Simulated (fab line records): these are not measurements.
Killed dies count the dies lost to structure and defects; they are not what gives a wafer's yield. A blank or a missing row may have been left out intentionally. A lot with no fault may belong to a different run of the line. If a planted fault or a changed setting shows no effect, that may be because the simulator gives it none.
fab line records :: flow n5_finfet
[record]
  lots = 7
  wafers = 39
route steps=1938 shown MIM_TOP_ETCH@1853
start_h: hours from the record's first day to the start of the lot's first wafer shown :: wait_h: hours elapsed since this lot's preceding step :: " unchanged from the row above :: L1.1+2: a single row standing in for several wafers :: - no value, or no start given :: * or withheld: withheld :: < > ~ a bound
route shown NAME@n: NAME is a module with steps in the file, n the number in the route of the first one :: usual: mean and standard deviation over wafers with no fault :: same: alike in all rows :: chamber/n: place in a boat :: sites: the reading at each site :: _std_site: the standard deviation of these :: _edge_site: the outer-site mean with the inner-site mean subtracted :: radius_mm: for every site, how far away it sits from the centre of the wafer :: mask NAME#n: copy n :: behind: tool/chamber where the wafer was last shaped :: hold: reason for holding the lot/hours on hold/outcome of the hold :: device: whichever transistor did not switch (one of n, p or np) :: end of line: tests of these same wafers at the route's end :: for a step that has no rows: nothing shown but its recipe :: killed: dies lost to structure and defects at the first sort, not the wafer's yield :: map: shows each die of a wafer: x if killed, . if not, _ if none is there
set.NAME: the setting that was run; set.NAME@STEP: the one run at that earlier step :: model.NAME: the simulator's own value behind a step, which no gauge read
lots with deliberately changed settings; one table per step, one row per wafer
[[steps]]
[step N5_MIM_TOP_ETCH_PECVD_03]
[recipe]
  material = SiNx
  target_thk_a = 200
  temp_c = 400
  precursor = SiH4/NH3/N2
  pressure_torr = 1.5
  rf_w = 300
  time_s = 17.6
lot.wafer: L076.1+5+6
tool: pecvd-03
chamber: 0,1,2
start_h: 265.58
wait_h: -
set.time_s: 17.6
model.SiNx_of_MIM_TOP_ETCH_PECVD_03.thk_nm: 20

lot.wafer: L076.2
tool: pecvd-03
chamber: 1
start_h: 265.58
wait_h: -
set.time_s: 17.6
model.SiNx_of_MIM_TOP_ETCH_PECVD_03.thk_nm: 19.6

lot.wafer: L076.3
tool: pecvd-03
chamber: 2
start_h: 265.58
wait_h: -
set.time_s: 17.6
model.SiNx_of_MIM_TOP_ETCH_PECVD_03.thk_nm: 19.8

lot.wafer: L076.4
tool: pecvd-03
chamber: 0
start_h: 265.58
wait_h: -
set.time_s: 17.6
model.SiNx_of_MIM_TOP_ETCH_PECVD_03.thk_nm: 20.2

lot.wafer: L080.1
tool: pecvd-03
chamber: 1
start_h: 293.55
wait_h: -
set.time_s: 24.92
model.SiNx_of_MIM_TOP_ETCH_PECVD_03.thk_nm: 28

lot.wafer: L080.2
tool: pecvd-03
chamber: 2
start_h: 293.55
wait_h: -
set.time_s: 17.6
model.SiNx_of_MIM_TOP_ETCH_PECVD_03.thk_nm: 19.8

lot.wafer: L080.3
tool: pecvd-03
chamber: 0
start_h: 293.55
wait_h: -
set.time_s: 17.6
model.SiNx_of_MIM_TOP_ETCH_PECVD_03.thk_nm: 20

lot.wafer: L080.4
tool: pecvd-03
chamber: 2
start_h: 293.55
wait_h: -
set.time_s: 17.6
model.SiNx_of_MIM_TOP_ETCH_PECVD_03.thk_nm: 20.2

lot.wafer: L080.5
tool: pecvd-03
chamber: 1
start_h: 293.55
wait_h: -
set.time_s: 24.92
model.SiNx_of_MIM_TOP_ETCH_PECVD_03.thk_nm: 28.4

lot.wafer: L080.6
tool: pecvd-03
chamber: 0
start_h: 293.55
wait_h: -
set.time_s: 24.92
model.SiNx_of_MIM_TOP_ETCH_PECVD_03.thk_nm: 28.6

lot.wafer: L081.1
tool: pecvd-01
chamber: 2
start_h: 298.69
wait_h: -
set.time_s: 23.71
model.SiNx_of_MIM_TOP_ETCH_PECVD_03.thk_nm: 27

lot.wafer: L081.2+5
tool: pecvd-01
chamber: 1,0
start_h: 298.69
wait_h: -
set.time_s: 17.6
model.SiNx_of_MIM_TOP_ETCH_PECVD_03.thk_nm: 20.2

lot.wafer: L081.3
tool: pecvd-01
chamber: 0
start_h: 298.69
wait_h: -
set.time_s: 23.71
model.SiNx_of_MIM_TOP_ETCH_PECVD_03.thk_nm: 26.8

lot.wafer: L081.4
tool: pecvd-01
chamber: 1
start_h: 298.69
wait_h: -
set.time_s: 23.71
model.SiNx_of_MIM_TOP_ETCH_PECVD_03.thk_nm: 27.6

lot.wafer: L081.6
tool: pecvd-01
chamber: 2
start_h: 298.69
wait_h: -
set.time_s: 17.6
model.SiNx_of_MIM_TOP_ETCH_PECVD_03.thk_nm: 20.4

lot.wafer: L079.1+2
tool: pecvd-02
chamber: 2,1
start_h: 298.75
wait_h: -
set.time_s: 13.32
model.SiNx_of_MIM_TOP_ETCH_PECVD_03.thk_nm: 15.2

lot.wafer: L079.3
tool: pecvd-02
chamber: 0
start_h: 298.75
wait_h: -
set.time_s: 17.6
model.SiNx_of_MIM_TOP_ETCH_PECVD_03.thk_nm: 19.8

lot.wafer: L079.4
tool: pecvd-02
chamber: 1
start_h: 298.75
wait_h: -
set.time_s: 13.32
model.SiNx_of_MIM_TOP_ETCH_PECVD_03.thk_nm: 15.6

lot.wafer: L079.5+6
tool: pecvd-02
chamber: 0,2
start_h: 298.75
wait_h: -
set.time_s: 17.6
model.SiNx_of_MIM_TOP_ETCH_PECVD_03.thk_nm: 20

lot.wafer: L085.1+2
tool: pecvd-01
chamber: 2,1
start_h: 342.37
wait_h: -
set.time_s: 22.19
model.SiNx_of_MIM_TOP_ETCH_PECVD_03.thk_nm: 25

lot.wafer: L085.3
tool: pecvd-01
chamber: 0
start_h: 342.37
wait_h: -
set.time_s: 22.19
model.SiNx_of_MIM_TOP_ETCH_PECVD_03.thk_nm: 25.2

lot.wafer: L085.4+6
tool: pecvd-01
chamber: 2,1
start_h: 342.37
wait_h: -
set.time_s: 17.6
model.SiNx_of_MIM_TOP_ETCH_PECVD_03.thk_nm: 20.2

lot.wafer: L085.5
tool: pecvd-01
chamber: 0
start_h: 342.37
wait_h: -
set.time_s: 17.6
model.SiNx_of_MIM_TOP_ETCH_PECVD_03.thk_nm: 20.4

lot.wafer: L090.1
tool: pecvd-02
chamber: 2
start_h: 368.93
wait_h: -
set.time_s: 17.6
model.SiNx_of_MIM_TOP_ETCH_PECVD_03.thk_nm: 19.6

lot.wafer: L090.2
tool: pecvd-02
chamber: 1
start_h: 368.93
wait_h: -
set.time_s: 20.49
model.SiNx_of_MIM_TOP_ETCH_PECVD_03.thk_nm: 23.2

lot.wafer: L090.3
tool: pecvd-02
chamber: 0
start_h: 368.93
wait_h: -
set.time_s: 20.49
model.SiNx_of_MIM_TOP_ETCH_PECVD_03.thk_nm: 22.8

lot.wafer: L090.4
tool: pecvd-02
chamber: 0
start_h: 368.93
wait_h: -
set.time_s: 17.6
model.SiNx_of_MIM_TOP_ETCH_PECVD_03.thk_nm: 19.8

lot.wafer: L090.5
tool: pecvd-02
chamber: 2
start_h: 368.93
wait_h: -
set.time_s: 17.6
model.SiNx_of_MIM_TOP_ETCH_PECVD_03.thk_nm: 20.2

lot.wafer: L090.6
tool: pecvd-02
chamber: 1
start_h: 368.93
wait_h: -
set.time_s: 20.49
model.SiNx_of_MIM_TOP_ETCH_PECVD_03.thk_nm: 23.6

lot.wafer: L095.4+5
tool: pecvd-01
chamber: 0
start_h: 391.80
wait_h: -
set.time_s: 17.6
model.SiNx_of_MIM_TOP_ETCH_PECVD_03.thk_nm: 20.4

lot.wafer: L095.6
tool: pecvd-01
chamber: 2
start_h: 391.80
wait_h: -
set.time_s: 17.6
model.SiNx_of_MIM_TOP_ETCH_PECVD_03.thk_nm: 20.2
[[key]]
[split]
  step = N5_MIM_TOP_ETCH_PECVD_03
  setting = time_s
  stated = 17.6
  by = wafer
[response]
  step = N5_MIM_TOP_ETCH_PECVD_03
  reading = model.SiNx_of_MIM_TOP_ETCH_PECVD_03.thk_nm
  change = +0.196
  per = 1%
  r = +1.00
